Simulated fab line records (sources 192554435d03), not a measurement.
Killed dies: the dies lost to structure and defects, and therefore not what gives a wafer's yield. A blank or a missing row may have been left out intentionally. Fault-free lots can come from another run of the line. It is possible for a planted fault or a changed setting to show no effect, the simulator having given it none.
Chamber matching    flow n5 finfet    N5_GATE_CUT_DESCUM_18 on rie diel-06: 4 sister chambers
The step chemistry O2, time 7 s. 14 wafers are shown with their chamber, then 7 later ones without.

EACH WAFER AND ITS CHAMBER
wafer   chamber  drypump motor current A (A)  showerhead plenum p Torr (Torr)  throttle valve pct (%)
L076.2  0        6.2                          1.98                             20.75
L076.3  1        5.4                          2.19                             20.14
L076.6  3        4.8                          2.12                             20.39
L078.2  1        5.4                          2.19                             20.16
L078.3  3        4.8                          2.12                             20.40
L078.4  0        6.2                          1.97                             20.74
L079.1  0        6.3                          1.97                             20.75
L079.2  1        5.4                          2.19                             20.15
L079.6  0        6.2                          1.97                             20.76
L090.1  1        5.3                          2.18                             20.20
L090.3  3        4.8                          2.11                             20.45
L090.5  1        5.4                          2.18                             20.20
L091.2  3        4.8                          2.11                             20.45
L091.5  2        4.7                          2.07                             20.75

SIGNATURES, as means of the wafers listed above
reading                   chamber 0  chamber 1  chamber 2  chamber 3  scatter within a chamber
drypump motor current A   6.225      5.380      4.700      4.800      0.0394
showerhead plenum p Torr  1.9725     2.1860     2.0700     2.1150     0.00543
throttle valve pct        20.7500    20.1700    20.7500    20.4225    0.0254
Rule: for a wafer and a chamber, the distance is found by dividing, reading by reading, the gap between the wafer's reading and the chamber's mean by the reading's scatter, squaring, summing and taking the root. The wafer belongs to the nearest chamber; if the next one is less than 2 further off, it can't be placed. The scatter: the root of (the sum of the squares of (reading less its chamber's mean) over the shown wafers, divided by (wafers less chambers)).

WAFERS MISSING THEIR CHAMBER
wafer   drypump motor current A (A)  showerhead plenum p Torr (Torr)  throttle valve pct (%)
L091.6  5.4                          2.18                             20.19
L093.2  4.8                          2.11                             20.43
L093.3  4.7                          2.06                             20.77
L093.4  6.2                          1.97                             20.80
L096.4  4.7                          2.10                             20.47
L096.5  6.2                          1.97                             20.79
L096.6  5.4                          2.18                             20.19

CHAMBER TAKEN BY EACH
wafer   from the rows above  in truth
L091.6  1                    1
L093.2  3                    3
L093.3  2                    2
L093.4  0                    0
L096.4  3                    3
L096.5  0                    0
L096.6  1                    1
Placed correctly: 7 of 7. Left unplaced by these rows: 0. Wrongly placed: 0.
